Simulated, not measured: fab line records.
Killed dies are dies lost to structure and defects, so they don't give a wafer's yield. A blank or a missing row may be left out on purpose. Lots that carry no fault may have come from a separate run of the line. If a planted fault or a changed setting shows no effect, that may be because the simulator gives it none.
fab line records    flow n5_finfet
record: lots: 6  wafers: 18  last_day: 17
route steps=1938 shown BEOL_M7@1269
lots untouched by any fault: they come from a run of this same line in which no faults occurred
start_h: the number of hours between the record's first day and the start of the first shown wafer of the lot    wait_h: how many hours have passed since the lot's step before this one    " same as the row above    L1.1+2: one row covering several wafers at once    - no value, or no start was given    * or withheld: withheld    < > ~ a bound
route shown NAME@n: names a module that has steps shown in the file, with the first one's number in the route    usual: mean and standard deviation over wafers with no fault    same: alike in all rows    chamber/n: place in a boat    sites: readings site by site    _std_site: the standard deviation of these    _edge_site: inner sites' mean taken away from outer sites' mean    radius_mm: how far each site lies from the wafer's centre    mask NAME#n: copy n    behind: the last tool/chamber to shape the wafer    hold: cause of the lot's hold/its duration in hours/its outcome    device: the transistor (n, p or np) that didn't switch    end of line: the route-end tests of the same wafers    for a step that has no rows: nothing shown but its recipe    killed: dies lost to structure and defects at the first sort, not the wafer's yield    map: a wafer's dies, x killed, . not, _ none there
set.NAME: the setting as run; set.NAME@STEP: as run at that earlier step    model.NAME: the simulator's own value behind a step, which no gauge read
a table for each step, a row for each wafer; lots at some steps of the route
services: the hour from which a tool's chamber was out of use, counted from the record's first day as start_h (under 0 if before that day), plus the number of hours and why
== steps ==
step: N5_BEOL_M7_COAT_60
recipe: resist: SiARC  temp_c: 220  time_s: 60  spin_rpm: 1500  resist_thk_nm: 35
step: N5_BEOL_M7_COAT_05
recipe: resist: CAR-ArF  spin_rpm: 1500  resist_thk_nm: 90
step: N5_BEOL_M7_EBR_07
recipe: solvent: PGMEA  ebr_width_mm: 1.5
step: N5_BEOL_M7_SOFTBAKE_06
recipe: temp_c: 110  time_s: 60  resist: CAR-ArF
step: N5_BEOL_M7_EXPOSE_08
recipe: mask_id: M7  na: 1.35  source_shape: dipole  sigma_inner: 0.817  sigma_outer: 0.97  polarization: te  dose_mj: 68.25
step: N5_BEOL_M7_PEB_09
recipe: peb_temp_c: withheld  peb_time_s: 60  resist: CAR-ArF
step: N5_BEOL_M7_DEVELOP_10
recipe: develop_time_s: 30  developer: TMAH  resist: CAR-ArF  rinse_liquid: diw  dry: air_spin  dev_temp_c: 23
step: N5_BEOL_M7_CD_MEAS_11
recipe: target_cd_nm: 38.5  landing_energy_ev: 500  detector: se_inlens  polarity: opening
usual: cd_nm: 39.0/0.94
lot.wafer  tool       chamber  start_h  wait_h  cd_nm
L416.3     cd_sem-03  0        228.73   -       39.8
L416.4     "          0        "        "       39.2
L416.6     "          0        "        "       38.2
L423.1     cd_sem-01  0        270.85   -       38.2
L423.2     "          0        "        "       37.3
L423.4     "          0        "        "       37.3
L422.4     cd_sem-02  0        271.02   -       40.7
L422.5     "          0        "        "       40.4
L422.6     "          0        "        "       40.3
L427.4     cd_sem-03  0        295.10   -       40.0
L427.5     "          0        "        "       38.1
L427.6     "          0        "        "       39.3
L428.4     cd_sem-03  0        314.34   -       38.6
L428.5     "          0        "        "       40.4
L428.6     "          0        "        "       39.6
L430.2     cd_sem-01  0        317.58   -       38.7
L430.4     "          0        "        "       39.5
L430.5     "          0        "        "       41.0
step: N5_BEOL_M7_OVL_MEAS_12
recipe: points_per_wafer: 44
usual: M7_OVL: -0.7/0.7
lot.wafer  tool        chamber  start_h  wait_h  M7_OVL[nm]
L416.3     overlay-01  0        228.76   0.0     -1.0
L416.4     "           0        "        "       -1.9
L416.6     "           0        "        "       -1.8
L423.1     overlay-01  0        270.88   0.0     -0.5
L423.2     "           0        "        "       -0.1
L423.4     "           0        "        "       -0.2
L422.4     overlay-02  0        271.05   0.0     -1.3
L422.5     "           0        "        "       -1.8
L422.6     "           0        "        "       -0.5
L427.4     overlay-01  0        295.12   0.0     -0.6
L427.5     "           0        "        "       -0.6
L427.6     "           0        "        "       -0.7
L428.4     overlay-02  0        314.37   0.0     0.1
L428.5     "           0        "        "       -0.3
L428.6     "           0        "        "       -1.0
L430.2     overlay-01  0        317.61   0.0     -0.1
L430.4     "           0        "        "       -0.1
L430.5     "           0        "        "       -0.5
step: N5_BEOL_M7_INSPECT_13
recipe: mode: adi  inspect_instrument: brightfield
usual: raw_defect_count: 417/100
lot.wafer  tool               chamber  start_h  wait_h  raw_defect_count
L416.3     defect_inspect-02  -        228.78   0.0     356
L416.4     "                  -        "        "       443
L416.6     "                  -        "        "       603
L423.1     defect_inspect-01  -        270.91   0.0     610
L423.2     "                  -        "        "       567
L423.4     "                  -        "        "       477
L422.4     defect_inspect-01  -        271.07   0.0     563
L422.5     "                  -        "        "       423
L422.6     "                  -        "        "       495
L427.4     defect_inspect-02  -        295.15   0.0     376
L427.5     "                  -        "        "       394
L427.6     "                  -        "        "       509
L428.4     defect_inspect-01  -        314.39   0.0     474
L428.5     "                  -        "        "       456
L428.6     "                  -        "        "       415
L430.2     defect_inspect-01  -        317.63   0.0     335
L430.4     "                  -        "        "       356
L430.5     "                  -        "        "       451
step: N5_BEOL_M7_DESCUM_16
recipe: chemistry: O2  time_s: 7.9  source_power_w: 50  bias_power_w: 20  pressure_mtorr: 20  rf_frequency_hz: 2.712e+07  temp_c: 40  resist: CAR-ArF  o2_flow_sccm: 225
usual: bias_power_w: 19.99/0.06  drypump_motor_current_A: 5.7/0.4  oes_product_au: 0.75/0.078  rf_vpp_V: 242.8/1.2  showerhead_plenum_p_Torr: 2.07/0.06  throttle_valve_pct: 20.47/0.23
lot.wafer  tool         chamber  start_h  wait_h  bias_power_w  drypump_motor_current_A  oes_product_au  rf_hours_counter_h  rf_vpp_V  showerhead_plenum_p_Torr  throttle_valve_pct
L416.3     rie_diel-02  1        228.81   0.0     19.99         5.8                      0.90            38                  242.4     2.05                      20.23
L416.4     "            2        "        "       19.94         5.1                      0.68            213                 242.5     2.08                      20.68
L416.6     "            2        "        "       20.00         5.2                      0.69            -                   243.1     2.08                      20.69
L423.1     rie_diel-02  3        271.74   0.8     20.02         5.3                      0.77            118                 242.0     2.08                      19.93
L423.2     "            0        "        "       19.97         6.3                      0.72            226                 243.4     2.02                      20.63
L423.4     "            1        "        "       19.86         5.8                      0.90            51                  241.9     2.05                      20.25
L422.4     rie_diel-01  3        271.77   0.7     20.02         5.4                      0.70            -                   244.0     2.07                      20.52
L422.5     "            2        "        "       20.01         6.3                      0.73            -                   242.7     1.98                      20.37
L422.6     "            1        "        "       19.93         5.5                      0.71            -                   242.2     2.07                      20.60
L427.4     rie_diel-03  1        295.21   0.1     19.89         6.2                      0.73            198                 244.3     2.13                      20.65
L427.5     "            0        "        "       19.96         5.7                      0.71            -                   244.7     2.19                      20.76
L427.6     "            1        "        "       19.97         6.3                      0.73            -                   241.9     2.13                      20.65
L428.4     rie_diel-02  0        314.58   0.2     19.94         6.3                      0.71            242                 242.3     2.02                      20.65
L428.5     "            1        "        "       20.11         5.8                      0.87            -                   241.7     2.04                      20.27
L428.6     "            2        "        "       19.95         5.1                      0.66            -                   243.4     2.07                      20.72
L430.2     rie_diel-02  1        317.75   0.1     19.96         5.8                      0.86            68                  241.4     2.04                      20.29
L430.4     "            2        "        "       19.94         5.1                      0.65            243                 243.4     2.07                      20.72
L430.5     "            3        "        "       20.00         5.4                      0.76            -                   243.2     2.08                      19.95
step: N5_BEOL_M7_ETCH_61
recipe: chemistry: CF4  target: SiARC  target_depth_a: 455  mask_material: CAR-ArF  time_s: 75.8  ion_energy_ev: 80  pressure_mtorr: 40  source_w: 545  bias_w: 36  Ar_flow_sccm: 100  cf4_flow_sccm: 100  ends: cleared
usual: bias_w: 36.00/0.12  cf4_flow_sccm: 100.0/0.3  drypump_motor_current_A: 5.7/0.39  etch_rf_on_time_s: 76/3.1  oes_product_au: 0.64/0.068  rf_vpp_V: 183.8/1  showerhead_plenum_p_Torr: 2.13/0.051  throttle_valve_pct: 15.74/0.27
lot.wafer  tool         chamber  start_h  wait_h  bias_w  cf4_flow_sccm  drypump_motor_current_A  etch_rf_on_time_s  oes_product_au  rf_hours_counter_h  rf_vpp_V  showerhead_plenum_p_Torr  throttle_valve_pct
L416.3     rie_diel-02  1        228.85   0.0     36.09   100.1          5.8                      75                 0.76            38                  181.1     2.11                      15.48
L416.4     "            2        "        "       35.85   100.5          5.1                      73                 0.59            213                 183.2     2.11                      15.87
L416.6     "            2        "        "       36.10   100.3          5.2                      74                 0.59            -                   185.1     2.11                      15.87
L423.1     rie_diel-02  3        271.78   0.0     35.97   99.3           5.3                      78                 0.65            118                 183.9     2.13                      15.19
L423.2     "            0        "        "       36.05   100.0          6.2                      77                 0.60            226                 184.0     2.14                      16.12
L423.4     "            1        "        "       35.85   100.1          5.8                      74                 0.75            51                  182.9     2.11                      15.48
L422.4     rie_diel-01  3        271.81   0.0     36.03   99.8           5.4                      83                 0.58            -                   185.4     2.14                      15.80
L422.5     "            2        "        "       35.99   99.7           6.3                      74                 0.64            -                   183.7     2.05                      15.70
L422.6     "            1        "        "       35.91   100.2          5.5                      72                 0.62            -                   184.9     2.13                      15.94
L427.4     rie_diel-03  1        295.25   0.0     35.97   99.3           6.2                      76                 0.62            198                 184.1     2.22                      16.04
L427.5     "            0        "        "       36.12   99.6           5.7                      80                 0.59            -                   184.7     2.19                      15.71
L427.6     "            1        "        "       36.25   99.5           6.3                      77                 0.62            -                   184.8     2.22                      16.04
L428.4     rie_diel-02  0        314.62   0.0     36.20   100.1          6.2                      77                 0.59            242                 183.3     2.13                      16.16
L428.5     "            1        "        "       35.99   100.5          5.8                      76                 0.73            -                   182.6     2.10                      15.53
L428.6     "            2        "        "       36.14   100.6          5.2                      75                 0.57            -                   183.2     2.10                      15.91
L430.2     rie_diel-02  1        317.79   0.0     36.04   100.0          5.8                      76                 0.73            68                  183.4     2.10                      15.53
L430.4     "            2        "        "       36.08   99.8           5.1                      74                 0.57            243                 184.7     2.10                      15.93
L430.5     "            3        "        "       35.93   100.1          5.4                      78                 0.65            -                   185.8     2.13                      15.21
step: N5_BEOL_M7_ETCH_62
recipe: chemistry: N2/H2  target: SOC  target_depth_a: 1100  overetch_a: 220  mask_material: SiARC  temp_c: 40  time_s: 165  ion_energy_ev: 200  pressure_mtorr: 30  source_w: 840  bias_w: 150  n2_flow_sccm: 200  h2_flow_sccm: 200
usual: bias_w: 150.0/0.4  chamber_pressure_mTorr: 29.999/0.025  drypump_motor_current_A: 5.7/0.39  oes_product_au: 0.64/0.063  rf_vpp_V: 523.3/2  showerhead_plenum_p_Torr: 2.52/0.065  throttle_valve_pct: 17.9/0.33
lot.wafer  tool         chamber  start_h  wait_h  bias_w  chamber_pressure_mTorr  drypump_motor_current_A  oes_product_au  rf_hours_counter_h  rf_vpp_V  showerhead_plenum_p_Torr  throttle_valve_pct  model.CAR-ArF_of_BEOL_M7_COAT_05.thk_nm  model.SiARC_of_BEOL_M7_COAT_60.thk_nm
L416.3     rie_diel-02  1        228.91   0.0     150.1   29.988                  5.8                      0.75            38                  523.2     2.48                      17.5                0                                        28
L416.4     "            2        "        "       149.7   30.052                  5.1                      0.58            213                 524.1     2.52                      18.0                0                                        27.8
L416.6     "            2        "        "       150.0   30.028                  5.1                      0.58            -                   522.1     2.52                      18.0                0                                        28
L423.1     rie_diel-02  3        271.83   0.0     -       -                       -                        -               -                   -         -                         -                   50.6                                     34.8
L423.2     "            0        "        "       -       -                       -                        -               -                   -         -                         -                   50.8                                     34.8
L423.4     "            1        "        "       -       -                       -                        -               -                   -         -                         -                   50.6                                     34.8
L422.4     rie_diel-01  3        271.91   0.1     -       -                       -                        -               -                   -         -                         -                   51.2                                     35
L422.5     "            2        "        "       -       -                       -                        -               -                   -         -                         -                   51                                       34.8
L422.6     "            1        "        "       -       -                       -                        -               -                   -         -                         -                   50.6                                     34.8
L427.4     rie_diel-03  1        295.30   0.0     150.0   29.997                  6.2                      0.62            198                 527.6     2.63                      18.2                0                                        28.6
L427.5     "            0        "        "       149.8   29.996                  5.7                      0.60            -                   527.3     2.62                      17.9                0                                        28.6
L427.6     "            1        "        "       150.0   30.040                  6.3                      0.63            -                   527.4     2.63                      18.2                0                                        28.6
L428.4     rie_diel-02  0        314.67   0.0     150.4   29.956                  6.2                      0.59            242                 523.2     2.53                      18.6                0                                        28.8
L428.5     "            1        "        "       150.2   29.982                  5.8                      0.72            -                   521.7     2.46                      17.6                0                                        28.2
L428.6     "            2        "        "       149.7   29.974                  5.1                      0.56            -                   522.9     2.51                      18.1                0                                        28.2
L430.2     rie_diel-02  1        317.84   0.0     149.7   30.011                  5.8                      0.72            68                  522.9     2.46                      17.6                0                                        28.2
L430.4     "            2        "        "       149.6   30.003                  5.2                      0.56            243                 521.8     2.51                      18.1                0                                        28.2
L430.5     "            3        "        "       149.9   30.007                  5.3                      0.65            -                   524.1     2.54                      17.5                0                                        28.4
step: N5_BEOL_M7_STRIP_68
recipe: chemistry: N2/H2  temp_c: 40  n2_flow_sccm: 200  h2_flow_sccm: 200  rf_frequency_hz: 6e+07
step: N5_BEOL_M7_STRIP_67
recipe: chemistry: CF4  resist: SiARC  power_w: 300  bias_power_w: 75  pressure_mtorr: 50  cf4_flow_sccm: 150  rf_frequency_hz: 6e+07
usual: bias_power_w: 74.99/0.24  drypump_motor_current_A: 5.7/0.39  oes_product_au: 0.75/0.073  rf_vpp_V: 270.8/1.2  showerhead_plenum_p_Torr: 1.78/0.04  throttle_valve_pct: 13.72/0.27
lot.wafer  tool         chamber  start_h  wait_h  bias_power_w  drypump_motor_current_A  oes_product_au  rf_hours_counter_h  rf_vpp_V  showerhead_plenum_p_Torr  throttle_valve_pct
L416.3     rie_diel-02  1        229.05   0.0     75.25         5.8                      0.89            38                  269.4     1.78                      13.47
L416.4     "            2        "        "       74.75         5.1                      0.69            213                 271.3     1.77                      13.88
L416.6     "            2        "        "       74.88         5.1                      0.68            -                   270.8     1.77                      13.87
L423.1     rie_diel-02  3        271.98   0.0     74.79         5.3                      0.78            118                 270.6     1.77                      13.14
L423.2     "            0        "        "       75.28         6.3                      0.71            227                 270.5     1.79                      14.07
L423.4     "            1        "        "       74.79         5.8                      0.88            52                  268.9     1.77                      13.49
L422.4     rie_diel-01  3        272.00   0.0     74.86         5.4                      0.72            -                   271.1     1.79                      13.79
L422.5     "            2        "        "       75.12         6.3                      0.74            -                   269.2     1.74                      13.73
L422.6     "            1        "        "       75.16         5.5                      0.70            -                   269.1     1.77                      13.85
L427.4     rie_diel-03  1        295.45   0.0     75.50         6.3                      0.74            198                 271.5     1.86                      14.04
L427.5     "            0        "        "       74.66         5.7                      0.72            -                   272.4     1.84                      13.75
L427.6     "            1        "        "       75.25         6.2                      0.73            -                   272.3     1.86                      14.03
L428.4     rie_diel-02  0        314.82   0.0     74.48         6.2                      0.70            242                 271.4     1.78                      14.12
L428.5     "            1        "        "       74.80         5.7                      0.85            -                   269.8     1.77                      13.55
L428.6     "            2        "        "       75.18         5.2                      0.66            -                   271.3     1.76                      13.95
L430.2     rie_diel-02  1        317.99   0.0     74.93         5.8                      0.85            68                  269.4     1.77                      13.52
L430.4     "            2        "        "       74.99         5.1                      0.66            243                 267.8     1.76                      13.95
L430.5     "            3        "        "       74.92         5.3                      0.77            -                   272.2     1.76                      13.15
step: N5_BEOL_M7_HM_OPEN_17
recipe: chemistry: Cl2/BCl3  target_depth_a: 200  overetch_a: 60  target: TiN  mask_material: SOC  ion_energy_ev: 150  pressure_mtorr: 10  icp_w: 1000  bias_w: 126  Cl2_flow_sccm: 53.25  bcl3_flow_sccm: 21.75  Ar_flow_sccm: 25
usual: drypump_motor_current_A: 5.6/0.61  oes_product_au: 0.67/0.086  throttle_valve_pct: 21.99/0.24
lot.wafer  tool          chamber  start_h  wait_h  drypump_motor_current_A  oes_product_au  rf_hours_counter_h  throttle_valve_pct
L416.3     rie_metal-03  0        229.12   0.1     5.8                      0.58            -                   22.03
L416.4     "             1        "        "       4.8                      0.75            -                   22.22
L416.6     "             0        "        "       5.8                      0.57            -                   22.04
L423.1     rie_metal-03  1        272.02   0.0     4.9                      0.32            14                  22.91
L423.2     "             0        "        "       5.8                      0.25            102                 22.69
L423.4     "             0        "        "       5.8                      0.25            -                   22.69
L422.4     rie_metal-01  1        272.06   0.1     6.2                      0.27            -                   22.43
L422.5     "             0        "        "       5.2                      0.29            -                   22.99
L422.6     "             1        "        "       6.2                      0.27            -                   22.43
L427.4     rie_metal-01  1        295.52   0.1     6.2                      0.61            -                   21.78
L427.5     "             0        "        "       5.2                      0.66            -                   22.35
L427.6     "             1        "        "       6.2                      0.61            -                   21.77
L428.4     rie_metal-02  0        314.89   0.1     6.6                      0.76            -                   21.71
L428.5     "             1        "        "       5.5                      0.70            -                   21.71
L428.6     "             0        "        "       6.6                      0.75            -                   21.72
L430.2     rie_metal-02  0        318.03   0.0     6.6                      0.76            9                   21.73
L430.4     "             1        "        "       5.5                      0.70            -                   21.71
L430.5     "             1        "        "       5.5                      0.70            -                   21.73
step: N5_BEOL_M7_STRIP_19
recipe: chemistry: O2  power_w: 400  temp_c: 40  pressure_mtorr: 30  rf_frequency_hz: 6e+07  bias_power_w: 0  overash_fraction: 0.2  o2_flow_sccm: 225
usual: drypump_motor_current_A: 5.7/0.37  oes_product_au: 0.76/0.087  rf_vpp_V: 3.6/0.6  showerhead_plenum_p_Torr: 2.09/0.071  throttle_valve_pct: 16.76/0.22
same: bias_power_w: 0
lot.wafer  tool         chamber  start_h  wait_h  drypump_motor_current_A  oes_product_au  rf_hours_counter_h  rf_vpp_V  showerhead_plenum_p_Torr  throttle_valve_pct
L416.3     rie_diel-02  0        229.20   0.1     6.2                      0.72            212                 3.0       2.03                      16.85
L416.4     "            1        "        "       5.7                      0.92            38                  4.2       2.06                      16.45
L416.6     "            3        "        "       5.3                      0.79            -                   3.9       2.09                      16.24
L423.1     rie_diel-03  3        272.19   0.1     5.8                      0.71            217                 3.8       1.99                      16.85
L423.2     "            2        "        "       6.0                      0.95            17                  5.4       2.24                      16.74
L423.4     "            1        "        "       6.2                      0.73            191                 3.8       2.14                      16.93
L422.4     rie_diel-03  0        272.23   0.1     5.7                      0.71            210                 4.1       2.19                      16.96
L422.5     "            2        "        "       6.0                      0.94            -                   3.2       2.24                      16.76
L422.6     "            1        "        "       6.3                      0.73            -                   3.0       2.14                      16.89
L427.4     rie_diel-03  2        295.60   0.1     6.0                      0.92            24                  3.9       2.24                      16.76
L427.5     "            1        "        "       6.3                      0.73            -                   4.3       2.14                      16.89
L427.6     "            0        "        "       5.7                      0.71            -                   3.1       2.19                      17.00
L428.4     rie_diel-02  0        314.97   0.1     6.3                      0.70            242                 4.6       2.02                      16.89
L428.5     "            2        "        "       5.2                      0.66            -                   3.0       2.07                      17.04
L428.6     "            1        "        "       5.8                      0.88            -                   4.9       2.04                      16.54
L430.2     rie_diel-03  3        318.14   0.1     5.8                      0.70            232                 3.0       1.99                      16.84
L430.4     "            2        "        "       6.0                      0.91            31                  3.1       2.24                      16.77
L430.5     "            1        "        "       6.2                      0.73            -                   3.4       2.14                      16.93
step: N5_BEOL_M7_CD_MEAS_18
recipe: pitch_nm: 80  target_cd_nm: 40
usual: cd_nm: 40.6/1.1
lot.wafer  tool       chamber  start_h  wait_h  cd_nm
L416.3     cd_sem-03  -        229.28   0.1     41.2
L416.4     "          -        "        "       41.1
L416.6     "          -        "        "       40.1
L423.1     cd_sem-03  -        272.26   0.0     -
L423.2     "          -        "        "       -
L423.4     "          -        "        "       -
L422.4     cd_sem-01  -        272.30   0.1     -
L422.5     "          -        "        "       -
L422.6     "          -        "        "       -
L427.4     cd_sem-01  -        295.68   0.1     40.9
L427.5     "          -        "        "       39.9
L427.6     "          -        "        "       40.8
L428.4     cd_sem-01  -        315.04   0.1     39.9
L428.5     "          -        "        "       42.1
L428.6     "          -        "        "       40.6
L430.2     cd_sem-01  -        318.21   0.1     39.8
L430.4     "          -        "        "       41.5
L430.5     "          -        "        "       42.2
step: N5_BEOL_M7_COAT_63
recipe: resist: SOC  temp_c: 250  time_s: 60  spin_rpm: 1500  resist_thk_nm: 60
== services ==
tool          chamber  start_h  hours  kind
rie_metal-02  0        212.27   -      clean
rie_metal-02  0        212.27   26.9   scheduled_down
rie_metal-02  0        212.27   26.9   vent_cycle
rie_diel-03   -        234.90   15.6   pm
rie_metal-02  1        253.26   20.9   repair
rie_metal-01  0        255.82   10.7   repair
rie_diel-01   0        270.83   -      clean
rie_diel-01   0        270.83   -      consumable_replace:focus_ring
rie_diel-01   0        270.83   24.0   scheduled_down
rie_diel-01   0        270.83   24.0   vent_cycle
rie_diel-01   -        300.50   2.8    pm
rie_metal-01  0        313.18   11.0   repair
== key ==
first_sign: step: N5_BEOL_M7_ETCH_62  reading: tool_record  direction: missing
effect: step: N5_BEOL_M7_HM_OPEN_17  reading: oes_product_au  direction: down  sigmas: 4.6  usual: 0.67  struck: 0.27
effect: step: N5_BEOL_M7_CD_MEAS_18  reading: cd_nm  direction: missing
model_effect: step: N5_BEOL_M7_ETCH_62  value: CAR-ArF_of_BEOL_M7_COAT_05.thk_nm  without: 0  struck: 50.8
met_at N5_BEOL_M7_ETCH_62
struck_wafers L422.4,L422.5,L422.6,L423.1,L423.2,L423.4
later_rows_left_out L422.4,L422.5,L422.6,L423.1,L423.2,L423.4
sort_left_out L422.4,L422.5,L422.6,L423.1,L423.2,L423.4
onset_between 228.91 271.83
fault: kind: skipped_step_whole  tool: rie_diel-01,rie_diel-02  chamber: -  onset_h: 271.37  steps: N5_BEOL_M7_ETCH_62  scope: struck_lots_only
sort_left_out: the simulated sort isn't trusted on such a fault, so these wafers' sort isn't shown, and their yield isn't known
later_rows_left_out: the simulator's readings of these wafers behind a module that went badly wrong aren't trusted and aren't shown, but for the sort
